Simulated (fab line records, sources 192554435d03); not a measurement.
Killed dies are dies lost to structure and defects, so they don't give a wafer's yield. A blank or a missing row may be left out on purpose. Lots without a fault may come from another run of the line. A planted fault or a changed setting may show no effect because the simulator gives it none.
Which tool did it? | flow n5_finfet | 24 lots, 72 wafers sampled, at 6 steps of a route of 1938

WHAT THE GAUGES READ, wafer by wafer
N5_STI_FIN_REVEAL_FIN_H_MEAS_10. Usual: trench_depth_nm 51.8 nm, standard deviation 0.65.
lot  | measured    | on     | trench_depth_nm (nm) | flag
L074 | day 2 13:22 | ocd-02 | 51.3 51.1 51.4       |
L075 | day 2 18:11 | ocd-02 | 51.2 51.1 50.8       |
L076 | day 3 01:46 | ocd-02 | 52.1 51.8 51.9       |
L077 | day 3 07:40 | ocd-02 | 52.0 52.7 52.3       |
L078 | day 3 13:14 | ocd-02 | 52.6 52.8 51.7       |
L079 | day 3 19:01 | ocd-01 | 51.7 51.9 52.4       |
L080 | day 4 00:41 | ocd-01 | 51.5 50.6 51.2       |
L081 | day 4 07:31 | ocd-02 | 52.7 51.8 51.7       |
L082 | day 4 13:20 | ocd-01 | 52.3 52.5 52.8       |
L083 | day 4 19:45 | ocd-02 | 52.4 52.3 51.7       |
L084 | day 5 05:49 | ocd-02 | 52.7 53.2 51.6       |
L085 | day 5 17:34 | ocd-02 | 51.5 51.0 50.8       |
L086 | day 5 20:11 | ocd-02 | 51.1 50.9 50.8       |
L087 | day 6 00:17 | ocd-01 | 51.7 52.7 52.3       |
L088 | day 6 02:43 | ocd-01 | 51.6 51.5 52.1       |
L089 | day 6 08:04 | ocd-01 | 51.4 51.1 50.8       |
L090 | day 6 13:28 | ocd-02 | 52.3 52.0 52.4       |
L091 | day 6 20:39 | ocd-01 | 52.7 53.0 52.5       |
L092 | day 7 00:54 | ocd-01 | 51.8 51.7 52.1       |
L093 | day 7 08:02 | ocd-02 | 52.0 51.2 51.1       |
L094 | day 7 16:49 | ocd-02 | 51.8 51.3 51.2       |
L095 | day 7 21:32 | ocd-02 | 52.0 52.1 52.3       |
L096 | day 8 03:44 | ocd-01 | 51.7 51.6 51.5       |
L097 | day 8 07:53 | ocd-01 | 52.9 51.7 51.7       |

N5_DUMMY_GATE_CD_MEAS_24: target cd 15 nm. Usual: cd_nm 15.0 nm, standard deviation 0.35.
lot  | measured    | on        | cd_nm (nm)     | flag
L074 | day 2 22:57 | cd_sem-03 | 15.3 15.8 15.3 |
L075 | day 3 03:53 | cd_sem-02 | 15.5 15.2 15.5 |
L076 | day 3 13:45 | cd_sem-03 | 15.4 15.1 15.6 |
L077 | day 3 17:23 | cd_sem-01 | 15.3 15.1 14.8 |
L078 | day 4 02:45 | cd_sem-03 | 14.9 15.4 15.2 |
L079 | day 4 04:38 | cd_sem-02 | 15.0 14.6 15.3 |
L080 | day 4 13:07 | cd_sem-03 | 14.7 14.6 14.5 |
L081 | day 4 20:46 | cd_sem-01 | 15.0 15.6 15.2 |
L082 | day 5 01:26 | cd_sem-03 | 14.4 15.0 14.7 |
L083 | day 5 09:20 | cd_sem-03 | 14.8 14.9 15.0 |
L084 | day 5 17:49 | cd_sem-02 | 14.5 15.0 15.0 |
L085 | day 6 03:59 | cd_sem-03 | 15.1 14.6 14.7 |
L086 | day 6 07:47 | cd_sem-03 | 15.2 15.1 15.4 |
L087 | day 6 12:07 | cd_sem-03 | 15.0 14.9 15.0 |
L088 | day 6 13:48 | cd_sem-02 | 15.3 15.0 15.6 |
L089 | day 6 20:19 | cd_sem-02 | 14.9 14.7 15.0 |
L090 | day 6 23:17 | cd_sem-02 | 15.1 14.8 14.8 |
L091 | day 7 07:02 | cd_sem-03 | 15.1 15.4 14.6 |
L092 | day 7 10:33 | cd_sem-02 | 14.9 14.2 15.0 |
L093 | day 7 18:41 | cd_sem-02 | 15.2 15.2 14.8 |
L094 | day 8 03:07 | cd_sem-02 | 14.6 15.2 15.2 |
L095 | day 8 07:56 | cd_sem-03 | 15.3 15.3 14.6 |
L096 | day 8 13:33 | cd_sem-02 | 15.2 14.8 15.4 |
L097 | day 8 17:30 | cd_sem-01 | 15.1 14.8 15.4 |

WHICH TOOL RAN EACH LOT (tool, then ch and the chambers of the sampled wafers, then the start)
lot  | N5_STI_FIN_REVEAL_OXIDATION_33      | N5_DUMMY_GATE_CMP_04         | N5_DUMMY_GATE_DESCUM_20           | N5_DUMMY_GATE_STRIP_41
L074 | plasma_asher-01 ch 0,1, day 2 13:11 | cmp-03 ch 0,1,2, day 2 17:30 | rie_diel-04 ch 1,2,3, day 2 22:05 | rie_diel-04 ch 1,2,3, day 2 22:33
L075 | plasma_asher-01 ch 0,1, day 2 18:01 | cmp-04 ch 0,1,2, day 2 22:13 | rie_diel-02 ch 0,1,2, day 3 03:00 | rie_diel-02 ch 0,1,3, day 3 03:28
L076 | plasma_asher-02 ch 0,1, day 3 01:34 | cmp-04 ch 1,3, day 3 07:38   | rie_diel-02 ch 0,1,2, day 3 12:52 | rie_diel-04 ch 0,1, day 3 13:20
L077 | plasma_asher-02 ch 0,1, day 3 07:28 | cmp-03 ch 0,2,3, day 3 11:45 | rie_diel-04 ch 1,3, day 3 16:31   | rie_diel-06 ch 1,3, day 3 16:59
L078 | plasma_asher-02 ch 0,1, day 3 13:04 | cmp-02 ch 0,2,3, day 3 19:20 | rie_diel-06 ch 0,1,2, day 4 01:52 | rie_diel-06 ch 0,2,3, day 4 02:20
L079 | plasma_asher-02 ch 0,1, day 3 18:49 | cmp-03 ch 0,1,2, day 3 23:02 | rie_diel-04 ch 1,2, day 4 03:43   | rie_diel-02 ch 1,2,3, day 4 04:14
L080 | plasma_asher-02 ch 0, day 4 00:29   | cmp-02 ch 0,1,3, day 4 07:16 | rie_diel-04 ch 1,2,3, day 4 12:15 | rie_diel-02 ch 0,2, day 4 12:43
L081 | plasma_asher-01 ch 0, day 4 07:19   | cmp-04 ch 1,2, day 4 15:11   | rie_diel-06 ch 0,3, day 4 19:52   | rie_diel-04 ch 0,1, day 4 20:21
L082 | plasma_asher-01 ch 0,1, day 4 13:09 | cmp-03 ch 0,3, day 4 19:47   | rie_diel-04 ch 0,1, day 5 00:34   | rie_diel-06 ch 1,2,3, day 5 01:02
L083 | plasma_asher-01 ch 0,1, day 4 19:34 | cmp-04 ch 0,1,2, day 5 01:34 | rie_diel-02 ch 0,1,2, day 5 08:28 | rie_diel-06 ch 0,2,3, day 5 08:55
L084 | plasma_asher-01 ch 0,1, day 5 05:37 | cmp-03 ch 0,3, day 5 12:13   | rie_diel-02 ch 0,2,3, day 5 16:56 | rie_diel-06 ch 0,1,2, day 5 17:25
L085 | plasma_asher-01 ch 0,1, day 5 17:23 | cmp-03 ch 1,3, day 5 22:23   | rie_diel-06 ch 0,3, day 6 03:01   | rie_diel-02 ch 1,2,3, day 6 03:35
L086 | plasma_asher-01 ch 1, day 5 19:59   | cmp-04 ch 0,1,3, day 6 00:25 | rie_diel-04 ch 0,3, day 6 06:55   | rie_diel-04 ch 0,1, day 6 07:23
L087 | plasma_asher-01 ch 1, day 6 00:04   | cmp-04 ch 1,3, day 6 04:20   | rie_diel-06 ch 1,2,3, day 6 11:13 | rie_diel-06 ch 0,1,2, day 6 11:41
L088 | plasma_asher-02 ch 0,1, day 6 02:32 | cmp-03 ch 1,2,3, day 6 08:01 | rie_diel-06 ch 1,2, day 6 12:56   | rie_diel-02 ch 0,1,3, day 6 13:23
L089 | plasma_asher-01 ch 0,1, day 6 07:53 | cmp-04 ch 0,1,3, day 6 14:16 | rie_diel-04 ch 0,1,2, day 6 19:25 | rie_diel-06 ch 0,2,3, day 6 19:55
L090 | plasma_asher-02 ch 0,1, day 6 13:16 | cmp-03 ch 0,1,3, day 6 17:40 | rie_diel-02 ch 2,3, day 6 22:25   | rie_diel-06 ch 0,2, day 6 22:53
L091 | plasma_asher-01 ch 0,1, day 6 20:27 | cmp-03 ch 1,2,3, day 7 01:19 | rie_diel-04 ch 0,1,3, day 7 06:10 | rie_diel-06 ch 0,1,2, day 7 06:38
L092 | plasma_asher-02 ch 0,1, day 7 00:39 | cmp-03 ch 0,2,3, day 7 05:05 | rie_diel-04 ch 1,3, day 7 09:41   | rie_diel-02 ch 0,2, day 7 10:09
L093 | plasma_asher-01 ch 0,1, day 7 07:50 | cmp-02 ch 1,2, day 7 13:09   | rie_diel-04 ch 0,1,3, day 7 17:49 | rie_diel-06 ch 0,2, day 7 18:17
L094 | plasma_asher-01 ch 0,1, day 7 16:37 | cmp-03 ch 0,1, day 7 21:37   | rie_diel-04 ch 0,1,2, day 8 02:16 | rie_diel-04 ch 2,3, day 8 02:43
L095 | plasma_asher-01 ch 0,1, day 7 21:17 | cmp-03 ch 1,2, day 8 02:17   | rie_diel-06 ch 0,2, day 8 07:04   | rie_diel-02 ch 0,1,3, day 8 07:32
L096 | plasma_asher-02 ch 0,1, day 8 03:29 | cmp-03 ch 1,2,3, day 8 07:56 | rie_diel-06 ch 0,1, day 8 12:41   | rie_diel-06 ch 0,2,3, day 8 13:09
L097 | plasma_asher-01 ch 0,1, day 8 07:40 | cmp-03 ch 2,3, day 8 11:56   | rie_diel-04 ch 0,1, day 8 16:37   | rie_diel-04 ch 0,2,3, day 8 17:05
- N5_STI_FIN_REVEAL_OXIDATION_33: chemistry O2 PLASMA REMOTE, time 20 s.
- N5_DUMMY_GATE_CMP_04: polishes a-Si.
- N5_DUMMY_GATE_DESCUM_20: chemistry O2, time 6.2 s.
- N5_DUMMY_GATE_STRIP_41: strips in O2.

WHAT THE TOOLS THEMSELVES READ (means of the sampled wafers that have a number; where no wafer has one, the mark that the record gives instead)
N5_STI_FIN_REVEAL_OXIDATION_33. Usual: drypump_motor_current_A 5.63 A, standard deviation 0.2; heater_power_w 138 W, standard deviation 9; temp_c_max 150.61, standard deviation 0.21.
lot  | tool            | drypump_motor_current_A (A) | heater_power_w (W) | temp_c_max | flag
L074 | plasma_asher-01 | 5.48                        | 140                | 150.67     |
L075 | plasma_asher-01 | 5.54                        | 140                | 150.78     |
L076 | plasma_asher-02 | 5.90                        | 139                | 150.64     |
L077 | plasma_asher-02 | 5.88                        | 141                | 150.69     |
L078 | plasma_asher-02 | 5.75                        | 130                | 150.76     |
L079 | plasma_asher-02 | 5.76                        | 129                | 150.53     |
L080 | plasma_asher-02 | 5.63                        | 122                | 150.59     |
L081 | plasma_asher-01 | 5.47                        | 141                | 150.49     |
L082 | plasma_asher-01 | 5.54                        | 137                | 150.73     |
L083 | plasma_asher-01 | 5.55                        | 139                | 150.78     |
L084 | plasma_asher-01 | 5.57                        | 141                | 150.61     |
L085 | plasma_asher-01 | 5.56                        | 140                | 150.41     |
L086 | plasma_asher-01 | 5.59                        | 140                | 150.57     |
L087 | plasma_asher-01 | 5.60                        | 139                | 150.88     |
L088 | plasma_asher-02 | 5.76                        | 132                | 150.65     |
L089 | plasma_asher-01 | 5.49                        | 140                | 150.69     |
L090 | plasma_asher-02 | 5.87                        | 140                | 150.57     |
L091 | plasma_asher-01 | 5.53                        | 139                | 150.47     |
L092 | plasma_asher-02 | 5.89                        | 139                | 150.55     |
L093 | plasma_asher-01 | 5.48                        | 140                | 150.52     |
L094 | plasma_asher-01 | 5.55                        | 139                | 150.63     |
L095 | plasma_asher-01 | 5.49                        | 139                | 150.65     |
L096 | plasma_asher-02 | 5.87                        | 141                | 150.59     |
L097 | plasma_asher-01 | 5.55                        | 142                | 150.67     |

N5_DUMMY_GATE_CMP_04. Usual: motor_current_A 10.1 A, standard deviation 0.71; retaining_ring_pressure_frac 1.000, standard deviation 0.0046; time_to_endpoint_s 13.2 s, standard deviation 2.1.
lot  | tool   | motor_current_A (A) | retaining_ring_pressure_frac | time_to_endpoint_s (s) | flag
L074 | cmp-03 | 10.7                | 1.000                        | 15.4                   |
L075 | cmp-04 | 9.8                 | 1.001                        | 12.0                   |
L076 | cmp-04 | 10.4                | 1.002                        | 12.2                   |
L077 | cmp-03 | 9.8                 | 0.995                        | 9.9                    |
L078 | cmp-02 | 9.4                 | 1.000                        | 16.0                   |
L079 | cmp-03 | 10.4                | 1.004                        | 11.9                   |
L080 | cmp-02 | 10.3                | 0.999                        | 14.8                   |
L081 | cmp-04 | 10.0                | 1.000                        | 10.3                   |
L082 | cmp-03 | 9.9                 | 1.000                        | 10.7                   |
L083 | cmp-04 | 9.9                 | 1.004                        | 11.9                   |
L084 | cmp-03 | 10.2                | 0.999                        | 10.2                   |
L085 | cmp-03 | 10.7                | 1.001                        | 13.3                   |
L086 | cmp-04 | 10.0                | 0.998                        | 13.7                   |
L087 | cmp-04 | 10.4                | 1.000                        | 15.1                   |
L088 | cmp-03 | 9.8                 | 1.005                        | 12.1                   |
L089 | cmp-04 | 9.8                 | 0.995                        | 14.7                   |
L090 | cmp-03 | 10.5                | 1.000                        | 13.3                   |
L091 | cmp-03 | 10.2                | 1.002                        | 14.3                   |
L092 | cmp-03 | 9.6                 | 1.000                        | 15.6                   |
L093 | cmp-02 | 9.2                 | 0.997                        | 16.9                   |
L094 | cmp-03 | 11.0                | 0.998                        | 13.7                   |
L095 | cmp-03 | 10.2                | 1.004                        | 12.5                   |
L096 | cmp-03 | 9.9                 | 1.003                        | 13.2                   |
L097 | cmp-03 | 9.8                 | 1.001                        | 14.4                   |

N5_DUMMY_GATE_DESCUM_20. Usual: drypump_motor_current_A 5.83 A, standard deviation 0.27; oes_product_au 0.78 a.u., standard deviation 0.086; rf_vpp_V 243.5 V, standard deviation 1.4; showerhead_plenum_p_Torr 2.12 Torr, standard deviation 0.069; throttle_valve_pct 20.55 %, standard deviation 0.27.
lot  | tool        | drypump_motor_current_A (A) | oes_product_au (a.u.) | rf_vpp_V (V) | showerhead_plenum_p_Torr (Torr) | throttle_valve_pct (%) | flag
L074 | rie_diel-04 | 5.85                        | 0.72                  | 241.9        | 2.05                            | 20.53                  |
L075 | rie_diel-02 | 5.77                        | 0.78                  | 242.3        | 2.08                            | 20.52                  |
L076 | rie_diel-02 | 5.77                        | 0.78                  | 243.5        | 2.07                            | 20.53                  |
L077 | rie_diel-04 | 5.99                        | 0.70                  | 241.2        | 2.02                            | 20.78                  |
L078 | rie_diel-06 | 5.86                        | 0.73                  | 244.6        | 2.17                            | 20.57                  |
L079 | rie_diel-04 | 5.96                        | 0.89                  | 242.3        | 2.03                            | 20.11                  |
L080 | rie_diel-04 | 5.85                        | 0.80                  | 242.8        | 2.04                            | 20.42                  |
L081 | rie_diel-06 | 5.94                        | 0.76                  | 244.1        | 2.12                            | 20.70                  |
L082 | rie_diel-04 | 5.95                        | 0.75                  | 242.7        | 2.12                            | 20.77                  |
L083 | rie_diel-02 | 5.78                        | 0.77                  | 242.6        | 2.07                            | 20.55                  |
L084 | rie_diel-02 | 5.67                        | 0.76                  | 242.9        | 2.10                            | 20.52                  |
L085 | rie_diel-06 | 5.95                        | 0.74                  | 244.1        | 2.12                            | 20.70                  |
L086 | rie_diel-04 | 5.58                        | 0.75                  | 243.2        | 2.11                            | 20.69                  |
L087 | rie_diel-06 | 5.96                        | 0.77                  | 243.9        | 2.12                            | 20.52                  |
L088 | rie_diel-06 | 5.85                        | 0.74                  | 244.7        | 2.17                            | 20.50                  |
L089 | rie_diel-04 | 5.98                        | 0.90                  | 244.2        | 2.16                            | 20.36                  |
L090 | rie_diel-02 | 5.50                        | 0.72                  | 243.6        | 2.11                            | 20.51                  |
L091 | rie_diel-04 | 5.86                        | 0.83                  | 243.5        | 2.17                            | 20.66                  |
L092 | rie_diel-04 | 5.73                        | 0.82                  | 243.5        | 2.13                            | 20.64                  |
L093 | rie_diel-04 | 5.85                        | 0.82                  | 244.4        | 2.17                            | 20.67                  |
L094 | rie_diel-04 | 5.99                        | 0.88                  | 244.3        | 2.16                            | 20.37                  |
L095 | rie_diel-06 | 5.78                        | 0.71                  | 245.1        | 2.16                            | 20.61                  |
L096 | rie_diel-06 | 5.91                        | 0.70                  | 243.9        | 2.16                            | 20.64                  |
L097 | rie_diel-04 | 6.12                        | 0.88                  | 244.9        | 2.22                            | 20.63                  |

N5_DUMMY_GATE_STRIP_41. Usual: drypump_motor_current_A 5.84 A, standard deviation 0.25; oes_product_au 0.76 a.u., standard deviation 0.065; rf_vpp_V 3.6 V, standard deviation 0.52; showerhead_plenum_p_Torr 2.12 Torr, standard deviation 0.064; throttle_valve_pct 16.83 %, standard deviation 0.21.
lot  | tool        | drypump_motor_current_A (A) | oes_product_au (a.u.) | rf_vpp_V (V) | showerhead_plenum_p_Torr (Torr) | throttle_valve_pct (%) | flag
L074 | rie_diel-04 | 5.83                        | 0.71                  | 3.4          | 2.05                            | 16.81                  |
L075 | rie_diel-02 | 5.86                        | 0.75                  | 3.8          | 2.12                            | 16.88                  |
L076 | rie_diel-04 | 6.12                        | 0.72                  | 3.5          | 2.06                            | 17.05                  |
L077 | rie_diel-06 | 6.02                        | 0.76                  | 3.6          | 2.14                            | 16.75                  |
L078 | rie_diel-06 | 5.92                        | 0.77                  | 3.5          | 2.13                            | 16.83                  |
L079 | rie_diel-02 | 5.61                        | 0.74                  | 3.8          | 2.09                            | 16.77                  |
L080 | rie_diel-02 | 5.59                        | 0.80                  | 4.1          | 2.06                            | 16.62                  |
L081 | rie_diel-04 | 6.00                        | 0.76                  | 3.3          | 2.12                            | 17.02                  |
L082 | rie_diel-06 | 5.97                        | 0.77                  | 3.8          | 2.13                            | 16.76                  |
L083 | rie_diel-06 | 5.93                        | 0.77                  | 3.8          | 2.13                            | 16.84                  |
L084 | rie_diel-06 | 5.85                        | 0.73                  | 4.0          | 2.17                            | 16.86                  |
L085 | rie_diel-02 | 5.61                        | 0.73                  | 3.5          | 2.09                            | 16.79                  |
L086 | rie_diel-04 | 6.11                        | 0.92                  | 3.2          | 2.23                            | 16.80                  |
L087 | rie_diel-06 | 5.86                        | 0.72                  | 3.0          | 2.17                            | 16.87                  |
L088 | rie_diel-02 | 5.87                        | 0.73                  | 3.7          | 2.11                            | 16.93                  |
L089 | rie_diel-06 | 5.91                        | 0.75                  | 3.6          | 2.12                            | 16.86                  |
L090 | rie_diel-06 | 5.82                        | 0.71                  | 4.0          | 2.16                            | 16.97                  |
L091 | rie_diel-06 | 5.86                        | 0.72                  | 3.2          | 2.17                            | 16.89                  |
L092 | rie_diel-02 | 5.58                        | 0.78                  | 3.6          | 2.05                            | 16.66                  |
L093 | rie_diel-06 | 5.81                        | 0.70                  | 3.5          | 2.16                            | 16.98                  |
L094 | rie_diel-04 | 5.70                        | 0.85                  | 3.3          | 2.06                            | 16.33                  |
L095 | rie_diel-02 | 5.87                        | 0.72                  | 3.4          | 2.11                            | 16.94                  |
L096 | rie_diel-06 | 5.91                        | 0.74                  | 3.8          | 2.12                            | 16.89                  |
L097 | rie_diel-04 | 5.70                        | 0.80                  | 3.4          | 2.10                            | 16.67                  |

THE ANSWER, worked out from the rows above alone
Rule: a lot is off if the mean of its wafers that have a number lies more than 3 standard deviations from the usual mean. A lot without any number at a reading at which 4 lots or more have one is off too. The other lots that the step has rows for count as sound. The gauges are gone through in route order, then the tools' own readings, and for those a lot's mean is taken as printed above. The first step at which some lot is off is used, and at that step the reading that is off furthest; a lot without a number counts as furthest.
No lot is off at any reading shown: from this, nothing can be told.

WHAT THE SIMULATOR HAD PUT IN
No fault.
